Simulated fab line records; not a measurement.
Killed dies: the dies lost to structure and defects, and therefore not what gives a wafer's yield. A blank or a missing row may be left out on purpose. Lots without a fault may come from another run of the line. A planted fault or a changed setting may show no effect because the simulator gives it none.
Split-lot trial    flow n5_finfet    21 wafers read across 7 lots, on a route 1938 steps long

## THE SPLIT ITSELF
At N5_BEOL_M5_ILD_DEP_00 (deposits SiCOH lowk from DEMS/porogen, target thk 140.64 nm, time 25.9 s), the setting time_s was moved away from the recipe's 25.9 s on 6 of the 21 wafers read, by -8.8% to +10.8%. All remaining wafers had this setting at the recipe value.

## BETWEEN THE SPLIT AND THE READING: the file shows 1 step in between
- N5_BEOL_M5_CURE_79: cures SiCOH lowk, time 240 s

## THE READING
M5_ILD_THK (nm), taken at N5_BEOL_M5_THK_MEAS_01. On this fab line, fault-free wafers typically give 120.9 nm with a standard deviation of 1.7 nm.

wafer   tool, chamber at the split  time_s as run, s  against the recipe  M5_ILD_THK, nm  against lot-mates on the recipe
L079.1  pecvd-02, 1                 25.9              recipe              119.1           -
L079.3  pecvd-02, 2                 23.61             -8.8%               109.7           -10.3
L079.4  pecvd-02, 2                 25.9              recipe              120.9           -
L078.1  pecvd-01, 2                 25.9              recipe              119.6           -
L078.2  pecvd-01, 1                 25.9              recipe              119.1           -
L078.3  pecvd-01, 0                 25.9              recipe              120.1           -
L081.2  pecvd-02, 1                 25.9              recipe              118.6           -
L081.5  pecvd-02, 1                 25.9              recipe              120.2           -
L081.6  pecvd-02, 0                 24.51             -5.4%               113.8           -5.6
L085.2  pecvd-01, 0                 25.9              recipe              120.3           -
L085.4  pecvd-01, 1                 28.69             +10.8%              134.7           +13.6
L085.6  pecvd-01, 0                 25.9              recipe              121.8           -
L087.1  pecvd-01, 0                 26.97             +4.1%               123.2           no lot-mate on the recipe
L087.2  pecvd-01, 1                 26.97             +4.1%               124.4           no lot-mate on the recipe
L087.4  pecvd-01, 1                 26.97             +4.1%               126.7           no lot-mate on the recipe
L091.1  pecvd-01, 0                 25.9              recipe              120.9           -
L091.2  pecvd-01, 2                 25.9              recipe              119.6           -
L091.4  pecvd-01, 0                 25.9              recipe              123.1           -
L097.1  pecvd-01, 1                 25.9              recipe              119.2           -
L097.2  pecvd-01, 0                 25.9              recipe              118.8           -
L097.4  pecvd-01, 2                 25.9              recipe              121.2           -

THE FIT
A straight line over all 21 wafers: M5_ILD_THK changes by +1.24 nm for each +1% of time_s; r = +0.97; the points scatter about the line by 1.3 nm.
The same after taking each lot's own level away (the mean of its wafers on the recipe; 18 wafers): +1.2 nm for each +1%; r = +0.98; scatter 0.98 nm.
The reading moves by 13 nm for the largest change in time_s, on that fit.
The lots' own levels span 119.40 to 121.20 nm, that is 1.1 times the standard deviation above.
The two slopes agree, so the slope changes little with the lot-to-lot level.
Check: for one of the wafers moved furthest among these (+10.8%), held out of the fit, the line's prediction against its lot-mates is +12.2 nm. It came out at +13.6 nm against them.

## FURTHER SPLITS ON THESE WAFERS
Note: prior to the reading, these wafers also went through further splits. Each is held against what the fit with the lots' levels taken away leaves over:
other split on the same wafers    wafers away from the commonest value  r with M5_ILD_THK (lot level and that fit taken away)
N5_BEOL_M4_ILD_DEP_00 time_s      6                                     -0.26
N5_BEOL_M4_TRENCH_ETCH_37 bias_w  9                                     -0.04

## THE WHOLE CHAIN: every reading that the file lists as answering this split, in the file's order
step                    what it does                                                              reading                                                                                   change (the file's fit)               r (the file's)
N5_BEOL_M5_ILD_DEP_00   deposits SiCOH lowk from DEMS/porogen, target thk 140.64 nm, time 25.9 s  SiCOH_lowk_of_BEOL_M5_ILD_DEP_00.thk_nm (the simulator's own value, which no gauge read)  +1.39 nm for each +1% of the setting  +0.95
N5_BEOL_M5_CURE_79      cures SiCOH lowk, time 240 s                                              SiCOH_lowk_of_BEOL_M5_ILD_DEP_00.thk_nm (the simulator's own value, which no gauge read)  +1.21 nm for each +1% of the setting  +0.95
N5_BEOL_M5_THK_MEAS_01                                                                            M5_ILD_THK                                                                                +1.21 for each +1% of the setting     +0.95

## FILE'S OWN FIT
M5_ILD_THK changes by +1.21 nm for each +1% of time_s, r = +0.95.
